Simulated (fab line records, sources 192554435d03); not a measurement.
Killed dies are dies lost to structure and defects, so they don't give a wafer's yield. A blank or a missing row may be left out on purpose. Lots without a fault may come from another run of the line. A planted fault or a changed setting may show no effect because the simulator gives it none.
One fault seen from 2 desks | flow n5_finfet | each desk has only its own numbers; what lay behind them comes last

THE METROLOGY DESK
What the gauges read, lot by lot, whatever tool the lot ran on: means of the sampled wafers that have a number. A lot is out of limits, marked OUT, if its mean lies more than 4 standard deviations from the usual mean; the brackets give that distance. Of its 14 readings 7 are shown: the one that was out of limits first, and those that lie furthest out on some lot.
Columns: A = EOT_N at N5_BEOL_M4_RC_MEAS_101, usual 10.57; B = EOT_P at N5_BEOL_M4_RC_MEAS_101, usual 10.51; C = IGATE_N at N5_BEOL_M4_RC_MEAS_101, usual 0.0118 nA/um; D = IGATE_P at N5_BEOL_M4_RC_MEAS_101, usual 0.0035 nA/um; E = ION_P at N5_BEOL_M4_RC_MEAS_101, usual 463 uA/um; F = SS_N at N5_BEOL_M4_RC_MEAS_101, usual 71.4 mV/dec; G = VT_P at N5_BEOL_M4_RC_MEAS_101, usual -250.1 mV
lot  | first seen here | A                | B     | C      | D      | E   | F    | G
L866 | day 7 19:00     | 10.54            | 10.48 | 0.0131 | 0.0040 | 458 | 71.5 | -252.6
L869 | day 8 15:43     | 10.63            | 10.57 | 0.0094 | 0.0028 | 466 | 71.4 | -246.5
L870 | day 8 21:04     | 10.61            | 10.42 | 0.0122 | 0.0036 | 463 | 71.1 | -252.1
L871 | day 9 00:44     | 10.57            | 10.56 | 0.0113 | 0.0032 | 452 | 71.5 | -256.3
L874 | day 10 01:46    | 10.72            | 10.62 | 0.0113 | 0.0033 | 460 | 70.8 | -249.6
L877 | day 10 22:40    | 10.92 (+4.0) OUT | 10.86 | 0.0087 | 0.0026 | 461 | 71.7 | -248.9
L878 | day 11 06:19    | 10.55            | 10.54 | 0.0121 | 0.0036 | 454 | 71.8 | -253.4
L883 | day 12 01:40    | 10.57            | 10.59 | 0.0113 | 0.0033 | 464 | 71.2 | -251.3
L884 | day 12 19:37    | 10.47            | 10.48 | 0.0119 | 0.0035 | 465 | 70.5 | -249.3
L888 | day 13 20:19    | 10.64            | 10.58 | 0.0097 | 0.0029 | 469 | 71.9 | -248.5
This desk's finding: out of limits on L877; first on L877, day 10 22:40 (EOT_N at N5_BEOL_M4_RC_MEAS_101). In limits: L866, L869, L870, L871, L874, L878, L883, L884, L888.

THE TOOL OWNER'S DESK: ald_sin-02
The tool's own readings at N5_DUMMY_GATE_ALD_02 (deposits SiO2, target thk 2 nm, pulse time 1 s): means of the sampled wafers that have a number, for each lot that ran on this tool. A lot is out of limits, marked OUT, if its mean lies more than 4 standard deviations from the usual mean; the brackets give that distance.
Columns: A = heater_power_w at N5_DUMMY_GATE_ALD_02, usual 478 W; B = precursor_pulse_height_rel at N5_DUMMY_GATE_ALD_02, usual 0.997
lot  | first seen here | A   | B
L869 | day 3 08:14     | 458 | 0.988
L870 | day 3 15:03     | 462 | 0.984
L871 | day 3 20:27     | 484 | 0.982
L874 | day 4 15:11     | 454 | 0.976
L877 | day 5 07:28     | 489 | 1.008
This desk's finding: nothing out of limits on any of the 5 lots.

PUT TOGETHER
The metrology desk could have raised an alarm at day 10 22:40, on L877.
The tool owner's desk saw nothing out of limits.
The tool owner's desk has L877 on record, within its limits.
Of the lots named, all ran N5_DUMMY_GATE_ALD_02 on ald_sin-02.

WHAT THE SIMULATOR HAD PUT IN
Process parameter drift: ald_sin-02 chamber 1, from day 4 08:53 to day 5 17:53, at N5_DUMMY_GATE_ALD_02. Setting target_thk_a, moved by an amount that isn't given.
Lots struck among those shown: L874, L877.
Hours from the fault's start to each desk's first reading out of limits: the metrology desk, 158.
